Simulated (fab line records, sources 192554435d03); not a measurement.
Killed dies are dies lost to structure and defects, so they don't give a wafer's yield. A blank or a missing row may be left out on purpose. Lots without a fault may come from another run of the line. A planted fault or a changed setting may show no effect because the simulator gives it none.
Which tool did it? | flow n5_finfet | 24 lots, 72 wafers sampled, at 5 steps of a route of 1938

WHAT THE GAUGES READ, wafer by wafer
N5_BEOL_M8_OVL_MEAS_12. Usual: M8_OVL -0.3 nm, standard deviation 0.76.
lot  | measured     | on         | M8_OVL (nm)    | flag
L074 | day 9 14:55  | overlay-01 | -0.3 0.3 -0.5  |
L075 | day 9 18:52  | overlay-01 | 0.1 -0.4 0.2   |
L078 | day 10 23:04 | overlay-01 | 0.4 -0.2 0.7   |
L076 | day 10 23:14 | overlay-01 | 0.0 -0.6 -1.0  |
L081 | day 11 04:52 | overlay-02 | -0.1 -1.2 -0.6 |
L079 | day 11 09:47 | overlay-02 | -1.1 -1.3 -1.6 |
L077 | day 11 14:47 | overlay-01 | -0.2 -0.6 -0.4 |
L080 | day 11 14:58 | overlay-02 | 0.7 -0.3 -0.2  |
L082 | day 11 15:10 | overlay-01 | -0.1 1.0 -0.3  |
L083 | day 11 18:58 | overlay-02 | -1.6 -1.9 -1.5 |
L084 | day 11 23:59 | overlay-01 | -1.0 0.0 1.0   |
L085 | day 12 10:05 | overlay-02 | 0.1 0.5 -0.3   |
L086 | day 12 22:49 | overlay-01 | 0.2 1.3 0.6    |
L087 | day 12 23:02 | overlay-01 | -0.7 -0.6 -0.2 |
L088 | day 13 09:18 | overlay-01 | -1.3 -0.5 -0.6 |
L089 | day 13 19:17 | overlay-02 | -1.0 -0.5 -0.5 |
L091 | day 13 19:43 | overlay-01 | 0.8 0.1 0.0    |
L093 | day 14 02:23 | overlay-01 | -1.2 -1.2 -1.4 |
L090 | day 14 03:21 | overlay-01 | -1.4 -1.2 -0.3 |
L092 | day 14 06:33 | overlay-01 | 1.0 1.3 1.9    |
L094 | day 14 08:55 | overlay-01 | 1.1 0.4 1.3    |
L095 | day 15 12:10 | overlay-01 | 0.1 0.5 -0.4   |
L097 | day 15 15:03 | overlay-02 | -1.0 -0.8 -1.4 |
L096 | day 15 14:53 | overlay-01 | 0.0 -0.7 -0.9  |

N5_BEOL_M8_CD_MEAS_35: target cd 40 nm. Usual: cd_nm 39.9 nm, standard deviation 0.71.
lot  | measured     | on        | cd_nm (nm)     | flag
L074 | day 9 18:43  | cd_sem-02 | 39.6 40.3 38.1 |
L075 | day 10 00:04 | cd_sem-01 | 39.4 40.2 41.1 |
L078 | day 11 04:19 | cd_sem-02 | 39.5 39.9 40.3 |
L076 | day 11 04:41 | cd_sem-02 | 38.5 40.6 39.0 |
L081 | day 11 09:20 | cd_sem-02 | 39.7 40.0 39.5 |
L079 | day 11 14:29 | cd_sem-03 | 41.0 39.8 40.9 |
L077 | day 11 18:03 | cd_sem-02 | 38.4 39.6 39.8 |
L080 | day 11 17:53 | cd_sem-02 | 40.0 40.8 40.2 |
L082 | day 11 18:00 | cd_sem-02 | 39.8 40.0 41.3 |
L083 | day 11 21:49 | cd_sem-03 | 40.0 40.4 40.3 |
L084 | day 12 03:13 | cd_sem-03 | 38.9 39.4 39.6 |
L085 | day 12 12:05 | cd_sem-01 | 41.0 40.5 40.0 |
L086 | day 13 01:43 | cd_sem-02 | 40.0 40.2 39.4 |
L087 | day 13 01:44 | cd_sem-01 | 41.3 40.3 41.4 |
L088 | day 13 14:44 | cd_sem-01 | 39.7 41.1 40.2 |
L089 | day 13 22:04 | cd_sem-02 | 39.8 39.9 39.5 |
L091 | day 13 22:36 | cd_sem-02 | 40.4 39.9 39.9 |
L093 | day 14 05:41 | cd_sem-03 | 40.1 40.6 40.3 |
L090 | day 14 05:19 | cd_sem-03 | 40.4 39.5 39.0 |
L092 | day 14 08:15 | cd_sem-02 | 39.9 38.5 38.4 |
L094 | day 14 14:14 | cd_sem-02 | 41.3 41.3 40.4 |
L095 | day 15 13:44 | cd_sem-03 | 39.4 40.7 40.2 |
L097 | day 15 17:51 | cd_sem-02 | 40.2 38.1 40.6 |
L096 | day 15 18:07 | cd_sem-01 | 39.8 39.3 39.6 |

WHICH TOOL RAN EACH LOT (tool, then ch and the chambers of the sampled wafers, then the start)
lot  | N5_BEOL_M7_SURFACE_TREAT_79  | N5_BEOL_M8_STRIP_67                | N5_BEOL_M8_TRENCH_ETCH_37
L074 | pvd_sputter-03, day 9 10:50  | rie_diel-04 ch 0,1,3, day 9 15:16  | rie_diel-04 ch 0,3, day 9 18:43 or earlier
L075 | pvd_sputter-01, day 9 15:02  | rie_diel-04 ch 1,3, day 9 19:21    | rie_diel-06 ch 0,1,2, day 10 00:04 or earlier
L078 | pvd_sputter-03, day 10 19:35 | rie_diel-06 ch 2,3, day 10 23:28   | rie_diel-02 ch 0,1, day 11 04:19 or earlier
L076 | pvd_sputter-03, day 10 19:38 | rie_diel-04 ch 0,1,3, day 10 23:34 | rie_diel-06 ch 0,2, day 11 04:41 or earlier
L081 | pvd_sputter-03, day 10 23:35 | rie_diel-06 ch 0,1,3, day 11 05:13 | rie_diel-02 ch 0,2, day 11 09:20 or earlier
L079 | pvd_sputter-03, day 11 05:43 | rie_diel-04 ch 2,3, day 11 10:07   | rie_diel-02 ch 1,2, day 11 14:29 or earlier
L077 | pvd_sputter-01, day 11 09:24 | rie_diel-02 ch 0,2, day 11 15:05   | rie_diel-04 ch 0,1, day 11 18:03 or earlier
L080 | pvd_sputter-03, day 11 09:35 | rie_diel-04 ch 2,3, day 11 15:18   | rie_diel-06 ch 0,2, day 11 17:53 or earlier
L082 | pvd_sputter-03, day 11 10:34 | rie_diel-06 ch 0,1,3, day 11 15:32 | rie_diel-02 ch 1,2,3, day 11 18:00 or earlier
L083 | pvd_sputter-02, day 11 15:47 | rie_diel-02 ch 2,3, day 11 19:16   | rie_diel-02 ch 1,2, day 11 21:49 or earlier
L084 | pvd_sputter-02, day 11 19:18 | rie_diel-06 ch 2,3, day 12 00:20   | rie_diel-06 ch 0,2, day 12 03:13 or earlier
L085 | pvd_sputter-03, day 12 07:44 | rie_diel-04 ch 0,3, day 12 10:23   | rie_diel-02 ch 1,2,3, day 12 12:05 or earlier
L086 | pvd_sputter-01, day 12 17:29 | rie_diel-02 ch 0,2,3, day 12 23:07 | rie_diel-02 ch 0,1,2, day 13 01:43 or earlier
L087 | pvd_sputter-01, day 12 18:19 | rie_diel-04 ch 0,1,2, day 12 23:22 | rie_diel-04 ch 2,3, day 13 01:44 or earlier
L088 | pvd_sputter-03, day 13 05:38 | rie_diel-06 ch 0,1, day 13 10:08   | rie_diel-02 ch 2,3, day 13 14:44 or earlier
L089 | pvd_sputter-03, day 13 15:16 | rie_diel-06 ch 0,2,3, day 13 19:52 | rie_diel-02 ch 1,3, day 13 22:04 or earlier
L091 | pvd_sputter-03, day 13 15:43 | rie_diel-06 ch 0,1,2, day 13 20:12 | rie_diel-02 ch 1,2, day 13 22:36 or earlier
L093 | pvd_sputter-03, day 13 22:45 | rie_diel-04 ch 0,2,3, day 14 02:56 | rie_diel-06 ch 0,3, day 14 05:41 or earlier
L090 | pvd_sputter-03, day 13 23:20 | rie_diel-02 ch 1,3, day 14 03:49   | rie_diel-04 ch 0,3, day 14 05:19 or earlier
L092 | pvd_sputter-03, day 14 02:58 | rie_diel-02 ch 0,1,3, day 14 06:51 | rie_diel-06 ch 0,1,3, day 14 08:15 or earlier
L094 | pvd_sputter-01, day 14 05:43 | rie_diel-06 ch 2,3, day 14 09:13   | rie_diel-04 ch 0,2,3, day 14 14:14 or earlier
L095 | pvd_sputter-03, day 15 08:05 | rie_diel-06 ch 0,1,2, day 15 12:28 | rie_diel-04 ch 1,2, day 15 13:44 or earlier
L097 | pvd_sputter-02, day 15 11:18 | rie_diel-02 ch 0,1,2, day 15 15:30 | rie_diel-04 ch 0,3, day 15 17:51 or earlier
L096 | pvd_sputter-02, day 15 11:20 | rie_diel-02 ch 0,1,3, day 15 15:14 | rie_diel-02 ch 0,3, day 15 18:07 or earlier
- N5_BEOL_M7_SURFACE_TREAT_79
- N5_BEOL_M8_STRIP_67: strips in CF4.
- N5_BEOL_M8_TRENCH_ETCH_37: etches SiCOH lowk in C4F6/O2, target depth 93.478 nm, time 31.2 s.

WHAT THE TOOLS THEMSELVES READ (means of the sampled wafers that have a number; where no wafer has one, the mark that the record gives instead)
N5_BEOL_M8_STRIP_67. Usual: chamber_pressure_mTorr 50.00 mTorr, standard deviation 0.056; drypump_motor_current_A 6.0 A, standard deviation 0.44; oes_product_au 0.82 a.u., standard deviation 0.087; rf_vpp_V 271.3 V, standard deviation 1.7; showerhead_plenum_p_Torr 1.81 Torr, standard deviation 0.067; throttle_valve_pct 13.47 %, standard deviation 0.2.
lot  | tool        | chamber_pressure_mTorr (mTorr) | drypump_motor_current_A (A) | oes_product_au (a.u.) | rf_vpp_V (V) | showerhead_plenum_p_Torr (Torr) | throttle_valve_pct (%) | flag
L074 | rie_diel-04 | 49.94                          | 5.8                         | 0.93                  | 273.3        | 1.87                            | 13.25                  |
L075 | rie_diel-04 | 50.01                          | 5.8                         | 0.95                  | 273.8        | 1.89                            | 13.07                  |
L078 | rie_diel-06 | 50.00                          | 5.9                         | 0.75                  | 270.6        | 1.85                            | 13.63                  |
L076 | rie_diel-04 | 49.99                          | 5.8                         | 0.90                  | 273.6        | 1.86                            | 13.28                  |
L081 | rie_diel-06 | 49.94                          | 6.2                         | 0.77                  | 271.4        | 1.81                            | 13.54                  |
L079 | rie_diel-04 | 50.00                          | 5.9                         | 0.89                  | 273.4        | 1.91                            | 13.24                  |
L077 | rie_diel-02 | 50.04                          | 5.8                         | 0.89                  | 270.4        | 1.76                            | 13.40                  |
L080 | rie_diel-04 | 50.00                          | 5.9                         | 0.84                  | 273.0        | 1.90                            | 13.44                  |
L082 | rie_diel-06 | 49.99                          | 6.2                         | 0.76                  | 270.5        | 1.81                            | 13.55                  |
L083 | rie_diel-02 | 50.04                          | 6.2                         | 0.97                  | 270.4        | 1.77                            | 13.35                  |
L084 | rie_diel-06 | 50.02                          | 5.9                         | 0.74                  | 271.7        | 1.85                            | 13.66                  |
L085 | rie_diel-04 | 49.94                          | 5.8                         | 0.88                  | 273.2        | 1.90                            | 13.25                  |
L086 | rie_diel-02 | 49.99                          | 6.1                         | 0.85                  | 269.6        | 1.74                            | 13.47                  |
L087 | rie_diel-04 | 49.95                          | 5.9                         | 0.83                  | 271.5        | 1.85                            | 13.49                  |
L088 | rie_diel-06 | 50.01                          | 6.2                         | 0.74                  | 270.2        | 1.78                            | 13.57                  |
L089 | rie_diel-06 | 50.04                          | 5.9                         | 0.81                  | 270.4        | 1.81                            | 13.48                  |
L091 | rie_diel-06 | 50.04                          | 5.7                         | 0.81                  | 269.8        | 1.76                            | 13.43                  |
L093 | rie_diel-04 | 49.93                          | 5.9                         | 0.82                  | 274.1        | 1.89                            | 13.48                  |
L090 | rie_diel-02 | 50.02                          | 6.6                         | 0.86                  | 270.2        | 1.76                            | 13.50                  |
L092 | rie_diel-02 | 49.97                          | 6.3                         | 0.79                  | 270.4        | 1.75                            | 13.57                  |
L094 | rie_diel-06 | 49.99                          | 5.4                         | 0.88                  | 270.0        | 1.80                            | 13.34                  |
L095 | rie_diel-06 | 50.00                          | 5.7                         | 0.80                  | 270.8        | 1.76                            | 13.44                  |
L097 | rie_diel-02 | 49.97                          | 6.0                         | 0.79                  | 270.5        | 1.75                            | 13.54                  |
L096 | rie_diel-02 | 50.03                          | 6.3                         | 0.78                  | 270.1        | 1.74                            | 13.59                  |

N5_BEOL_M8_TRENCH_ETCH_37. Usual: chamber_pressure_mTorr 30.000 mTorr, standard deviation 0.028; drypump_motor_current_A 6.0 A, standard deviation 0.43; oes_o_777_au 0.81 a.u., standard deviation 0.084; oes_product_au 0.81 a.u., standard deviation 0.094; rf_vpp_V 660 V, standard deviation 15; showerhead_plenum_p_Torr 2.86 Torr, standard deviation 0.099; throttle_valve_pct 20.83 %, standard deviation 0.19.
lot  | tool        | chamber_pressure_mTorr (mTorr) | drypump_motor_current_A (A) | oes_o_777_au (a.u.) | oes_product_au (a.u.) | rf_vpp_V (V) | showerhead_plenum_p_Torr (Torr) | throttle_valve_pct (%) | flag
L074 | rie_diel-04 | 30.033                         | 5.8                         | 1.00                | 0.94                  | 657          | 3.01                            | 20.49                  |
L075 | rie_diel-06 | 29.990                         | 5.7                         | 0.75                | 0.74                  | 658          | 2.81                            | 20.81                  |
L078 | rie_diel-02 | 30.018                         | 6.2                         | 0.79                | 0.77                  | 643          | 2.83                            | 20.93                  |
L076 | rie_diel-06 | 30.009                         | 5.4                         | 0.74                | 0.71                  | 653          | 2.82                            | 20.89                  |
L081 | rie_diel-02 | 29.987                         | 5.9                         | 0.87                | 0.88                  | 663          | 2.78                            | 20.76                  |
L079 | rie_diel-02 | 29.989                         | 6.2                         | 0.85                | 0.85                  | 645          | 2.88                            | 21.01                  |
L077 | rie_diel-04 | 29.987                         | 5.8                         | 0.85                | 0.87                  | 667          | 2.92                            | 20.83                  |
L080 | rie_diel-06 | 30.019                         | 5.9                         | 0.73                | 0.71                  | 660          | 2.84                            | 20.85                  |
L082 | rie_diel-02 | 29.993                         | 6.3                         | 0.88                | 0.91                  | 662          | 2.84                            | 20.98                  |
L083 | rie_diel-02 | 29.996                         | 6.1                         | 0.85                | 0.85                  | 645          | 2.88                            | 21.02                  |
L084 | rie_diel-06 | 29.990                         | 5.4                         | 0.73                | 0.70                  | 652          | 2.82                            | 20.90                  |
L085 | rie_diel-02 | 29.990                         | 6.3                         | 0.86                | 0.89                  | 662          | 2.84                            | 20.98                  |
L086 | rie_diel-02 | 29.962                         | 6.0                         | 0.80                | 0.80                  | 653          | 2.80                            | 20.87                  |
L087 | rie_diel-04 | 30.025                         | 5.9                         | 0.85                | 0.83                  | 654          | 2.98                            | 20.71                  |
L088 | rie_diel-02 | 30.005                         | 6.5                         | 0.86                | 0.92                  | 681          | 2.80                            | 20.96                  |
L089 | rie_diel-02 | 29.990                         | 6.5                         | 0.80                | 0.81                  | 653          | 2.86                            | 21.09                  |
L091 | rie_diel-02 | 29.996                         | 6.2                         | 0.82                | 0.82                  | 645          | 2.87                            | 21.03                  |
L093 | rie_diel-06 | 29.996                         | 6.4                         | 0.71                | 0.72                  | 673          | 2.87                            | 20.84                  |
L090 | rie_diel-04 | 30.012                         | 5.9                         | 0.87                | 0.83                  | 660          | 2.97                            | 20.72                  |
L092 | rie_diel-06 | 30.012                         | 6.2                         | 0.73                | 0.73                  | 671          | 2.84                            | 20.83                  |
L094 | rie_diel-04 | 30.030                         | 5.9                         | 0.85                | 0.82                  | 658          | 2.97                            | 20.73                  |
L095 | rie_diel-04 | 30.044                         | 5.9                         | 0.79                | 0.81                  | 663          | 2.92                            | 20.88                  |
L097 | rie_diel-04 | 29.990                         | 5.8                         | 0.90                | 0.85                  | 657          | 2.99                            | 20.55                  |
L096 | rie_diel-02 | 29.989                         | 6.1                         | 0.74                | 0.73                  | 666          | 2.70                            | 20.80                  |

THE ANSWER, worked out from the rows above alone
Rule: a lot is off if the mean of its wafers that have a number lies more than 3 standard deviations from the usual mean. A lot without any number at a reading at which 4 lots or more have one is off too. The other lots that the step has rows for count as sound. The gauges are gone through in route order, then the tools' own readings, and for those a lot's mean is taken as printed above. The first step at which some lot is off is used, and at that step the reading that is off furthest; a lot without a number counts as furthest.
No lot is off at any reading shown: from this, nothing can be told.

WHAT THE SIMULATOR HAD PUT IN
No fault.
